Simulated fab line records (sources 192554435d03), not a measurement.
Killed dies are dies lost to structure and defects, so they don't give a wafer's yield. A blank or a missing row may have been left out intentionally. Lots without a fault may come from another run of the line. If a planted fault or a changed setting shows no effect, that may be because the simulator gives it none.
fab line records | flow n5Finfet | part 2 of 2: steps 25 to 30 of 30
record: lots: 5 | wafers: 15 | lastDay: 18
route steps=1938 shown MOL_CONTACT_COAG@627 BEOL_M0_SAQP@632
lots that met no fault: from a run of the same line without faults
startH: the number of hours between the record's first day and the start of the first shown wafer of the lot | waitH: hours from the lot's prior step to this one | " as in the row above | L1.1+2: several wafers, shown together as one row | - no value, or no start was given | * or withheld: withheld | < > ~ a bound
route shown NAME@n: names a module that has steps shown in the file, with the first one's number in the route | usual: the fault-free wafers' mean and standard deviation | same: alike in all rows | chamber/n: place in a boat | sites: per-site readings | _std_site: how widely they spread, as a standard deviation | _edge_site: outer sites' mean less inner sites' | radiusMm: how far each site lies from the wafer's centre | mask NAME#n: copy n | behind: the most recent tool/chamber to have shaped the wafer | hold: reason for holding the lot/hours on hold/outcome of the hold | device: transistor that didn't switch, given as n, p or np | end of line: the route-end tests of the same wafers | step lacking rows: just its recipe | killed: at the first sort, the dies lost to defects and structure; wafer yield is something else | map: the dies of a wafer, with x for killed, . for not killed, _ for no die there
set.NAME: the run value of the setting; set.NAME@STEP: its run value at that earlier step | model.NAME: the simulator's own value behind a step, which no gauge read
certain route steps with their lots: each step a table, each wafer a row
services: from which hour (startH, from the record's first day; less than 0 if before it) a tool's chamber was out of use, for how many hours, and why
== steps ==
step: N5_BEOL_M0_SAQP_DESCUM_19
recipe: chemistry: O2 | timeS: 7.9 | sourcePowerW: 50 | biasPowerW: 20 | pressureMtorr: 20 | rfFrequencyHz: 2.712e+07 | tempC: 40 | resist: CAR-ArF | o2FlowSccm: 225
usual: drypumpMotorCurrentA: 5.7/0.33 | oesProductAu: 0.78/0.083 | rfVppV: 242.7/1.5 | showerheadPlenumPTorr: 2.07/0.08 | throttleValvePct: 20.47/0.25
lot.wafer | tool       | chamber | startH | waitH | drypumpMotorCurrentA | oesProductAu | rfHoursCounterH | rfVppV | showerheadPlenumPTorr | throttleValvePct
L077.2    | rieDiel-06 | 0       | 122.30 | 0.0   | 5.7                  | 0.83         | 89              | 244.9  | 2.20                  | 20.42
L077.3    | "          | 3       | "      | "     | 5.3                  | 0.69         | 246             | 240.5  | 1.97                  | 20.31
L077.4    | "          | 2       | "      | "     | 5.9                  | 0.74         | 146             | 243.4  | 2.01                  | 20.76
L079.1    | rieDiel-06 | 1       | 132.89 | 0.1   | 5.9                  | 0.77         | 120             | 241.2  | 1.95                  | 20.92
L079.5    | "          | 0       | "      | "     | 5.7                  | 0.82         | -               | 243.7  | 2.20                  | 20.42
L079.6    | "          | 3       | "      | "     | 5.3                  | 0.69         | -               | 243.7  | 1.97                  | 20.33
L085.2    | rieDiel-06 | 1       | 175.39 | 0.0   | 5.9                  | 0.76         | 135             | 241.2  | 1.94                  | 20.93
L085.3    | "          | 2       | "      | "     | 5.9                  | 0.73         | 163             | 242.0  | 2.01                  | 20.79
L085.5    | "          | 0       | "      | "     | 5.7                  | 0.82         | -               | 245.3  | 2.19                  | 20.44
L088.3    | rieDiel-05 | 0       | 195.16 | 0.0   | 6.2                  | 0.73         | 166             | 244.1  | 2.08                  | 20.36
L088.4    | "          | 2       | "      | "     | 6.0                  | 0.70         | 208             | 243.8  | 2.16                  | 20.24
L088.5    | "          | 2       | "      | "     | 6.0                  | 0.71         | -               | 244.8  | 2.16                  | 20.24
L095.1    | rieDiel-05 | 3       | 230.14 | 0.0   | 5.6                  | 0.91         | 29              | 242.4  | 2.04                  | 20.25
L095.4    | "          | 1       | "      | "     | 5.2                  | 0.86         | 38              | 241.5  | 2.04                  | 20.34
L095.5    | "          | 2       | "      | "     | 6.0                  | 0.70         | -               | 246.1  | 2.16                  | 20.25
step: N5_BEOL_M0_SAQP_ETCH_83
recipe: chemistry: CF4 | target: SiARC | targetDepthA: 390 | maskMaterial: CAR-ArF | timeS: 65 | ionEnergyEv: 80 | pressureMtorr: 40 | sourceW: 545 | biasW: 36 | Ar_flow_sccm: 100 | cf4FlowSccm: 100 | ends: cleared
usual: drypumpMotorCurrentA: 5.7/0.33 | etchRfOnTimeS: 64.9/0.99 | oesProductAu: 0.67/0.07 | rfVppV: 183.7/1.2 | showerheadPlenumPTorr: 2.12/0.079 | throttleValvePct: 15.67/0.22
lot.wafer | tool       | chamber | startH | waitH | drypumpMotorCurrentA | etchRfOnTimeS | oesProductAu | rfHoursCounterH | rfVppV | showerheadPlenumPTorr | throttleValvePct
L077.2    | rieDiel-06 | 0       | 122.34 | 0.0   | 5.7                  | 64.8          | 0.71         | 89              | 184.0  | 2.25                  | 15.61
L077.3    | "          | 3       | "      | "     | 5.3                  | 66.4          | 0.59         | 246             | 182.8  | 2.03                  | 15.67
L077.4    | "          | 2       | "      | "     | 5.8                  | 64.1          | 0.64         | 146             | 183.9  | 2.06                  | 15.92
L079.1    | rieDiel-06 | 1       | 132.93 | 0.0   | 5.9                  | 64.4          | 0.67         | 120             | 181.5  | 2.00                  | 16.00
L079.5    | "          | 0       | "      | "     | 5.7                  | 65.7          | 0.71         | -               | 186.1  | 2.25                  | 15.62
L079.6    | "          | 3       | "      | "     | 5.3                  | 67.6          | 0.58         | -               | 181.8  | 2.03                  | 15.66
L085.2    | rieDiel-06 | 1       | 175.42 | 0.0   | 5.9                  | 64.8          | 0.65         | 135             | 182.5  | 1.99                  | 16.00
L085.3    | "          | 2       | "      | "     | 5.8                  | 66.7          | 0.62         | 163             | 183.2  | 2.06                  | 15.94
L085.5    | "          | 0       | "      | "     | 5.8                  | 66.9          | 0.68         | -               | 185.6  | 2.24                  | 15.62
L088.3    | rieDiel-05 | 0       | 195.19 | 0.0   | 6.1                  | 64.6          | 0.61         | 166             | 183.3  | 2.14                  | 15.64
L088.4    | "          | 2       | "      | "     | 6.0                  | 64.7          | 0.61         | 208             | 184.6  | 2.20                  | 15.48
L088.5    | "          | 2       | "      | "     | 6.0                  | 65.1          | 0.61         | -               | 183.7  | 2.20                  | 15.48
L095.1    | rieDiel-05 | 3       | 230.18 | 0.0   | 5.6                  | 64.6          | 0.78         | 29              | 183.4  | 2.10                  | 15.41
L095.4    | "          | 1       | "      | "     | 5.2                  | 64.8          | 0.74         | 38              | 183.2  | 2.10                  | 15.55
L095.5    | "          | 2       | "      | "     | 6.0                  | 65.2          | 0.60         | -               | 186.1  | 2.20                  | 15.50
step: N5_BEOL_M0_SAQP_ETCH_84
recipe: chemistry: N2/H2 | target: SOC | targetDepthA: 1000 | overetchA: 200 | maskMaterial: SiARC | tempC: 40 | timeS: 150 | ionEnergyEv: 200 | pressureMtorr: 30 | sourceW: 840 | biasW: 150 | n2FlowSccm: 200 | h2FlowSccm: 200
usual: drypumpMotorCurrentA: 5.7/0.33 | oesProductAu: 0.70/0.069 | rfVppV: 522.9/3 | showerheadPlenumPTorr: 2.51/0.1 | throttleValvePct: 17.87/0.23
lot.wafer | tool       | chamber | startH | waitH | drypumpMotorCurrentA | oesProductAu | rfHoursCounterH | rfVppV | showerheadPlenumPTorr | throttleValvePct
L077.2    | rieDiel-06 | 0       | 122.39 | 0.0   | 5.8                  | 0.74         | 89              | 529.1  | 2.68                  | 17.94
L077.3    | "          | 3       | "      | "     | 5.3                  | 0.62         | 246             | 519.5  | 2.39                  | 17.72
L077.4    | "          | 2       | "      | "     | 5.9                  | 0.67         | 146             | 522.0  | 2.44                  | 18.17
L079.1    | rieDiel-06 | 1       | 132.98 | 0.0   | 6.0                  | 0.70         | 120             | 519.1  | 2.36                  | 18.17
L079.5    | "          | 0       | "      | "     | 5.7                  | 0.74         | -               | 527.5  | 2.68                  | 17.93
L079.6    | "          | 3       | "      | "     | 5.3                  | 0.62         | -               | 520.0  | 2.39                  | 17.72
L085.2    | rieDiel-06 | 1       | 175.47 | 0.0   | 5.9                  | 0.68         | 135             | 515.9  | 2.35                  | 18.19
L085.3    | "          | 2       | "      | "     | 5.9                  | 0.66         | 163             | 520.6  | 2.44                  | 18.20
L085.5    | "          | 0       | "      | "     | 5.7                  | 0.74         | -               | 527.9  | 2.68                  | 17.95
L088.3    | rieDiel-05 | 0       | 195.24 | 0.0   | 6.2                  | 0.65         | 166             | 524.8  | 2.53                  | 17.87
L088.4    | "          | 2       | "      | "     | 6.1                  | 0.64         | 208             | 525.6  | 2.62                  | 17.54
L088.5    | "          | 2       | "      | "     | 6.1                  | 0.64         | -               | 528.2  | 2.62                  | 17.57
L095.1    | rieDiel-05 | 3       | 230.23 | 0.0   | 5.6                  | 0.81         | 29              | 521.3  | 2.49                  | 17.77
L095.4    | "          | 1       | "      | "     | 5.2                  | 0.77         | 38              | 520.9  | 2.48                  | 17.76
L095.5    | "          | 2       | "      | "     | 6.0                  | 0.63         | -               | 525.9  | 2.62                  | 17.59
step: N5_BEOL_M0_SAQP_STRIP_80
recipe: chemistry: N2/H2 | tempC: 40 | n2FlowSccm: 200 | h2FlowSccm: 200 | rfFrequencyHz: 6e+07
lot.wafer  | tool       | chamber | startH | waitH
L077.2+3+4 | rieDiel-06 | 0,3,2   | 122.49 | 0.0
L079.1+5+6 | rieDiel-06 | 1,0,3   | 133.07 | 0.0
L085.2+3+5 | rieDiel-06 | 1,2,0   | 175.57 | 0.0
L088.3+4+5 | rieDiel-05 | 0,2,2   | 195.34 | 0.0
L095.1+4+5 | rieDiel-05 | 3,1,2   | 230.32 | 0.0
step: N5_BEOL_M0_SAQP_HM_OPEN_112
recipe: chemistry: CHF3/O2 | target: SiO2 | stopOn: a-Si | targetDepthA: 120 | overEtchFrac: 1.25 | maskMaterial: SOC | timeS: 13.5 | pressureMtorr: 30 | sourceW: 650 | biasW: 170 | Ar_flow_sccm: 200 | CHF3_flow_sccm: 50 | O2_flow_sccm: 5 | ionEnergyEv: 200 | ends: endPoint
usual: drypumpMotorCurrentA: 5.7/0.33 | oesProductAu: 0.51/0.051 | rfVppV: 522/4.4 | showerheadPlenumPTorr: 2.38/0.091 | throttleValvePct: 18.88/0.21
lot.wafer | tool       | chamber | startH | waitH | drypumpMotorCurrentA | oesProductAu | rfHoursCounterH | rfVppV | showerheadPlenumPTorr | throttleValvePct
L077.2    | rieDiel-06 | 0       | 122.50 | 0.0   | 5.7                  | 0.54         | 89              | 522    | 2.53                  | 18.85
L077.3    | "          | 3       | "      | "     | 5.3                  | 0.45         | 246             | 519    | 2.28                  | 18.76
L077.4    | "          | 2       | "      | "     | 5.9                  | 0.49         | 146             | 516    | 2.32                  | 19.15
L079.1    | rieDiel-06 | 1       | 133.08 | 0.0   | 5.9                  | 0.50         | 120             | 527    | 2.24                  | 19.17
L079.5    | "          | 0       | "      | "     | 5.7                  | 0.54         | -               | 522    | 2.53                  | 18.87
L079.6    | "          | 3       | "      | "     | 5.3                  | 0.45         | -               | 520    | 2.28                  | 18.77
L085.2    | rieDiel-06 | 1       | 175.58 | 0.0   | 5.9                  | 0.49         | 135             | 527    | 2.23                  | 19.20
L085.3    | "          | 2       | "      | "     | 5.9                  | 0.48         | 164             | 516    | 2.31                  | 19.17
L085.5    | "          | 0       | "      | "     | 5.7                  | 0.53         | -               | 522    | 2.53                  | 18.88
L088.3    | rieDiel-05 | 0       | 195.35 | 0.0   | 6.2                  | 0.48         | 166             | 525    | 2.41                  | 18.88
L088.4    | "          | 2       | "      | "     | 6.0                  | 0.47         | 208             | 524    | 2.48                  | 18.64
L088.5    | "          | 2       | "      | "     | 6.0                  | 0.47         | -               | 524    | 2.48                  | 18.64
L095.1    | rieDiel-05 | 3       | 230.33 | 0.0   | 5.6                  | 0.58         | 29              | 525    | 2.37                  | 18.69
L095.4    | "          | 1       | "      | "     | 5.2                  | 0.56         | 38              | 515    | 2.36                  | 18.78
L095.5    | "          | 2       | "      | "     | 6.0                  | 0.46         | -               | 522    | 2.48                  | 18.66
step: N5_BEOL_M0_SAQP_STRIP_113
recipe: chemistry: CHF3/O2 | resist: SiARC | rfFrequencyHz: 6e+07
lot.wafer  | tool       | chamber | startH | waitH
L077.2+3+4 | rieDiel-06 | 0,3,2   | 122.55 | 0.0
L079.1+5+6 | rieDiel-06 | 1,0,3   | 133.13 | 0.0
L085.2+3+5 | rieDiel-06 | 1,2,0   | 175.63 | 0.0
L088.3+4+5 | rieDiel-05 | 0,2,2   | 195.40 | 0.0
L095.1+4+5 | rieDiel-05 | 3,1,2   | 230.39 | 0.0
== services ==
tool           | chamber | startH | hours | kind
cmp-03         | -       | 93.06  | 3.3   | repair
arfiScanner-03 | -       | 96.34  | 1.0   | pm
pecvd-02       | -       | 100.50 | 1.7   | repair
cmp-03         | -       | 102.10 | 1.4   | repair
rieDiel-06     | 3       | 106.80 | 1.2   | repair
rieDiel-06     | -       | 110.12 | 0.7   | repair
arfiScanner-01 | -       | 111.48 | 4.9   | pm
cmp-03         | -       | 115.28 | 1.9   | repair
cmp-03         | -       | 122.34 | 0.2   | repair
pecvd-04       | -       | 130.61 | 2.8   | pm
cmp-01         | -       | 139.81 | 3.7   | pm
pecvd-02       | -       | 146.23 | 95.5  | repair
cmp-03         | -       | 150.85 | 4.0   | pm
rieDiel-06     | 0       | 151.75 | 8.8   | repair
arfiScanner-03 | -       | 162.49 | 0.8   | pm
arfiScanner-01 | -       | 162.64 | 1.0   | pm
arfiScanner-03 | -       | 165.10 | 1.0   | pm
arfiScanner-03 | -       | 166.50 | 0.8   | repair
arfiScanner-01 | -       | 168.37 | 0.3   | repair
cmp-01         | -       | 182.05 | 0.7   | repair
arfiScanner-03 | -       | 184.67 | 0.8   | pm
arfiScanner-01 | -       | 185.40 | 1.6   | repair
rieDiel-06     | 1       | 185.66 | 1.9   | repair
arfiScanner-03 | -       | 200.36 | 1.3   | pm
